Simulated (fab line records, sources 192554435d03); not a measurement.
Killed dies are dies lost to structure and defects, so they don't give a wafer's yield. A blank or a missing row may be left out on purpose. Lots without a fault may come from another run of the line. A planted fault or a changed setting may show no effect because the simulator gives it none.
Which tool did it? | flow n5_finfet | 9 lots, 27 wafers sampled, at 4 steps of a route of 1938

WHAT THE GAUGES READ, wafer by wafer
The record holds no reading of a measuring or inspecting step that can be judged against a usual standard deviation.

WHICH TOOL RAN EACH LOT (tool, then ch and the chambers of the sampled wafers, then the start)
lot  | N5_BEOL_M7_STRIP_19                | N5_BEOL_M7_ETCH_72                 | N5_BEOL_M7_ETCH_66                 | N5_BEOL_M7_TRENCH_ETCH_37
L454 | rie_diel-04 ch 0,2,3, day 9 00:49  | rie_diel-03 ch 1,2,3, day 9 01:29  | rie_diel-03 ch 1,2,3, day 9 01:31  | rie_diel-03 ch 1,2,3, no start
L455 | rie_diel-04 ch 0,2, day 9 07:28    | rie_diel-03 ch 0,1,2, day 9 08:25  | rie_diel-03 ch 0,1,2, day 9 08:28  | rie_diel-03 ch 0,1,2, no start
L458 | rie_diel-04 ch 0,1,3, day 10 10:20 | rie_diel-04 ch 0,1,2, day 10 11:27 | rie_diel-04 ch 0,1,2, day 10 11:30 | rie_diel-04 ch 0,1,2, no start
L461 | rie_diel-03 ch 1,2,3, day 11 04:07 | rie_diel-03 ch 0,1,3, day 11 04:46 | rie_diel-03 ch 0,1,3, day 11 04:49 | rie_diel-03 ch 0,1,3, no start
L462 | rie_diel-01 ch 1,2,3, day 11 08:39 | rie_diel-03 ch 1,2, day 11 11:24   | rie_diel-03 ch 1,2, day 11 11:26   | rie_diel-03 ch 1,2, no start
L463 | rie_diel-03 ch 0,2,3, day 11 17:26 | rie_diel-03 ch 0,1,3, day 11 18:13 | rie_diel-03 ch 0,1,3, day 11 18:16 | rie_diel-03 ch 0,1,3, no start
L471 | rie_diel-04 ch 0,1,2, day 13 13:27 | rie_diel-03 ch 1,2, day 13 14:52   | rie_diel-03 ch 1,2, day 13 14:55   | rie_diel-03 ch 1,2, no start
L472 | rie_diel-01 ch 1,2, day 13 16:32   | rie_diel-03 ch 1,2, day 13 18:05   | rie_diel-03 ch 1,2, day 13 18:08   | rie_diel-03 ch 1,2, no start
L477 | rie_diel-03 ch 0,2,3, day 15 03:13 | rie_diel-03 ch 0,2,3, day 15 04:14 | rie_diel-03 ch 0,2,3, day 15 04:17 | rie_diel-03 ch 0,2,3, no start
- N5_BEOL_M7_STRIP_19: strips in O2.
- N5_BEOL_M7_ETCH_72: etches underlayer in N2/H2, target depth 6.5 nm, time 5.2 s.
- N5_BEOL_M7_ETCH_66: etches SOC in N2/H2, target depth 80 nm, overetch 16 nm, time 120 s.
- N5_BEOL_M7_TRENCH_ETCH_37: etches SiCOH lowk in C4F6/O2, target depth 93.478 nm, time 31.2 s.

WHAT THE TOOLS THEMSELVES READ (means of the sampled wafers that have a number; where no wafer has one, the mark that the record gives instead)
N5_BEOL_M7_STRIP_19. Usual: drypump_motor_current_A 5.8 A, standard deviation 0.59; oes_product_au 0.81 a.u., standard deviation 0.092; rf_vpp_V 3.7 V, standard deviation 0.62; showerhead_plenum_p_Torr 2.11 Torr, standard deviation 0.076; throttle_valve_pct 16.62 %, standard deviation 0.17.
lot  | tool        | drypump_motor_current_A (A) | oes_product_au (a.u.) | rf_vpp_V (V) | showerhead_plenum_p_Torr (Torr) | throttle_valve_pct (%) | flag
L454 | rie_diel-04 | 6.1                         | 0.72                  | 3.9          | 2.08                            | 16.75                  |
L455 | rie_diel-04 | 5.8                         | 0.72                  | 3.6          | 2.10                            | 16.85                  |
L458 | rie_diel-04 | 5.9                         | 0.79                  | 3.7          | 2.09                            | 16.63                  |
L461 | rie_diel-03 | 6.0                         | 0.77                  | 3.7          | 2.17                            | 16.69                  |
L462 | rie_diel-01 | 5.8                         | 0.87                  | 3.7          | 2.07                            | 16.55                  |
L463 | rie_diel-03 | 5.7                         | 0.77                  | 4.0          | 2.10                            | 16.61                  |
L471 | rie_diel-04 | 5.6                         | 0.86                  | 3.8          | 2.11                            | 16.62                  |
L472 | rie_diel-01 | 5.3                         | 0.89                  | 3.9          | 2.11                            | 16.61                  |
L477 | rie_diel-03 | 5.6                         | 0.74                  | 4.1          | 2.10                            | 16.65                  |

N5_BEOL_M7_ETCH_72. Usual: bias_w 150.0 W, standard deviation 0.44; chamber_pressure_mTorr 30.00 mTorr, standard deviation 0.04; drypump_motor_current_A 5.9 A, standard deviation 0.57; etch_rf_on_time_s 5.18 s, standard deviation 0.069; n2_flow_sccm 199.9 sccm, standard deviation 0.62; oes_product_au 0.67 a.u., standard deviation 0.077; rf_vpp_V 524 V, standard deviation 3.1; showerhead_plenum_p_Torr 2.56 Torr, standard deviation 0.099; throttle_valve_pct 17.81 %, standard deviation 0.22.
lot  | tool        | bias_w (W) | chamber_pressure_mTorr (mTorr) | drypump_motor_current_A (A) | etch_rf_on_time_s (s) | n2_flow_sccm (sccm) | oes_product_au (a.u.) | rf_vpp_V (V) | showerhead_plenum_p_Torr (Torr) | throttle_valve_pct (%) | flag
L454 | rie_diel-03 | 150.0      | 30.03                          | 6.0                         | 5.19                  | 199.9               | 0.68                  | 527          | 2.63                            | 17.82                  |
L455 | rie_diel-03 | 150.4      | 30.02                          | 5.6                         | 5.21                  | 199.8               | 0.62                  | 522          | 2.53                            | 17.88                  |
L458 | rie_diel-04 | 149.8      | 30.05                          | 5.6                         | 5.12                  | 199.8               | 0.67                  | 525          | 2.58                            | 17.94                  |
L461 | rie_diel-03 | -          | -                              | -                           | -                     | -                   | -                     | -            | -                               | -                      | OFF
L462 | rie_diel-03 | -          | -                              | -                           | -                     | -                   | -                     | -            | -                               | -                      | OFF
L463 | rie_diel-03 | -          | -                              | -                           | -                     | -                   | -                     | -            | -                               | -                      | OFF
L471 | rie_diel-03 | 150.0      | 30.02                          | 5.7                         | 5.21                  | 200.1               | 0.60                  | 525          | 2.55                            | 18.09                  |
L472 | rie_diel-03 | 150.5      | 30.00                          | 5.7                         | 5.20                  | 199.3               | 0.60                  | 524          | 2.55                            | 18.11                  |
L477 | rie_diel-03 | 149.5      | 30.00                          | 5.7                         | 5.24                  | 199.4               | 0.63                  | 525          | 2.53                            | 17.83                  |

N5_BEOL_M7_ETCH_66. Usual: bias_w 150.0 W, standard deviation 0.46; chamber_pressure_mTorr 30.001 mTorr, standard deviation 0.029; drypump_motor_current_A 5.8 A, standard deviation 0.57; n2_flow_sccm 200.0 sccm, standard deviation 0.65; oes_product_au 0.60 a.u., standard deviation 0.066; rf_vpp_V 524.6 V, standard deviation 2.8; showerhead_plenum_p_Torr 2.56 Torr, standard deviation 0.099; throttle_valve_pct 17.77 %, standard deviation 0.22.
lot  | tool        | bias_w (W) | chamber_pressure_mTorr (mTorr) | drypump_motor_current_A (A) | n2_flow_sccm (sccm) | oes_product_au (a.u.) | rf_vpp_V (V) | showerhead_plenum_p_Torr (Torr) | throttle_valve_pct (%) | flag
L454 | rie_diel-03 | 150.0      | 29.999                         | 6.0                         | 200.0               | 0.60                  | 526.7        | 2.63                            | 17.79                  |
L455 | rie_diel-03 | 150.2      | 30.017                         | 5.6                         | 200.7               | 0.56                  | 524.3        | 2.54                            | 17.85                  |
L458 | rie_diel-04 | 150.3      | 30.007                         | 5.6                         | 200.2               | 0.60                  | 525.4        | 2.57                            | 17.91                  |
L461 | rie_diel-03 | 150.1      | 29.982                         | 5.9                         | 199.8               | 0.59                  | 525.5        | 2.59                            | 17.67                  |
L462 | rie_diel-03 | 149.8      | 29.984                         | 5.9                         | 199.8               | 0.55                  | 525.3        | 2.60                            | 17.96                  |
L463 | rie_diel-03 | 149.7      | 30.001                         | 5.9                         | 199.9               | 0.58                  | 525.4        | 2.59                            | 17.68                  |
L471 | rie_diel-03 | 150.3      | 29.996                         | 5.7                         | 200.1               | 0.54                  | 524.3        | 2.55                            | 18.05                  |
L472 | rie_diel-03 | 150.1      | 29.998                         | 5.7                         | 199.9               | 0.54                  | 524.1        | 2.55                            | 18.06                  |
L477 | rie_diel-03 | 149.9      | 30.011                         | 5.7                         | 200.0               | 0.56                  | 523.3        | 2.53                            | 17.79                  |

N5_BEOL_M7_TRENCH_ETCH_37. Usual: C4F6_flow_sccm 10.000 sccm, standard deviation 0.028; O2_flow_sccm 10.00 sccm, standard deviation 0.03; drypump_motor_current_A 5.8 A, standard deviation 0.57; oes_ar_750_au 0.79 a.u., standard deviation 0.086; oes_product_au 0.79 a.u., standard deviation 0.091; rf_vpp_V 667 V, standard deviation 7.8; showerhead_plenum_p_Torr 2.87 Torr, standard deviation 0.11; throttle_valve_pct 20.89 %, standard deviation 0.18.
lot  | tool        | C4F6_flow_sccm (sccm) | O2_flow_sccm (sccm) | drypump_motor_current_A (A) | oes_ar_750_au (a.u.) | oes_product_au (a.u.) | rf_vpp_V (V) | showerhead_plenum_p_Torr (Torr) | throttle_valve_pct (%) | flag
L454 | rie_diel-03 | 9.993                 | 10.02               | 6.0                         | 0.79                 | 0.80                  | 673          | 2.94                            | 20.88                  |
L455 | rie_diel-03 | 10.005                | 10.01               | 5.6                         | 0.73                 | 0.73                  | 666          | 2.84                            | 20.95                  |
L458 | rie_diel-04 | 10.007                | 10.01               | 5.6                         | 0.79                 | 0.79                  | 664          | 2.89                            | 21.05                  |
L461 | rie_diel-03 | 10.005                | 10.00               | 5.9                         | 0.77                 | 0.77                  | 670          | 2.90                            | 20.80                  |
L462 | rie_diel-03 | 10.004                | 9.99                | 5.9                         | 0.72                 | 0.71                  | 673          | 2.91                            | 21.04                  |
L463 | rie_diel-03 | 10.009                | 9.99                | 5.9                         | 0.76                 | 0.76                  | 670          | 2.90                            | 20.81                  |
L471 | rie_diel-03 | 10.010                | 10.00               | 5.7                         | 0.71                 | 0.71                  | 667          | 2.86                            | 21.09                  |
L472 | rie_diel-03 | 10.011                | 10.00               | 5.7                         | 0.71                 | 0.71                  | 668          | 2.86                            | 21.10                  |
L477 | rie_diel-03 | 9.992                 | 10.01               | 5.7                         | 0.74                 | 0.75                  | 666          | 2.84                            | 20.89                  |

THE ANSWER, worked out from the rows above alone
Rule: a lot is off if the mean of its wafers that have a number lies more than 3 standard deviations from the usual mean. A lot without any number at a reading at which 4 lots or more have one is off too. The other lots that the step has rows for count as sound. The gauges are gone through in route order, then the tools' own readings, and for those a lot's mean is taken as printed above. The first step at which some lot is off is used, and at that step the reading that is off furthest; a lot without a number counts as furthest.
Off: L461, L462, L463, at N5_BEOL_M7_ETCH_72 (bias_w). Without a number there: L461, L462, L463.
A tool fits if, at that step or a process step before it, it ran every lot that is off, and no sound lot after the first of them. None of those tried fits.

WHAT THE SIMULATOR HAD PUT IN
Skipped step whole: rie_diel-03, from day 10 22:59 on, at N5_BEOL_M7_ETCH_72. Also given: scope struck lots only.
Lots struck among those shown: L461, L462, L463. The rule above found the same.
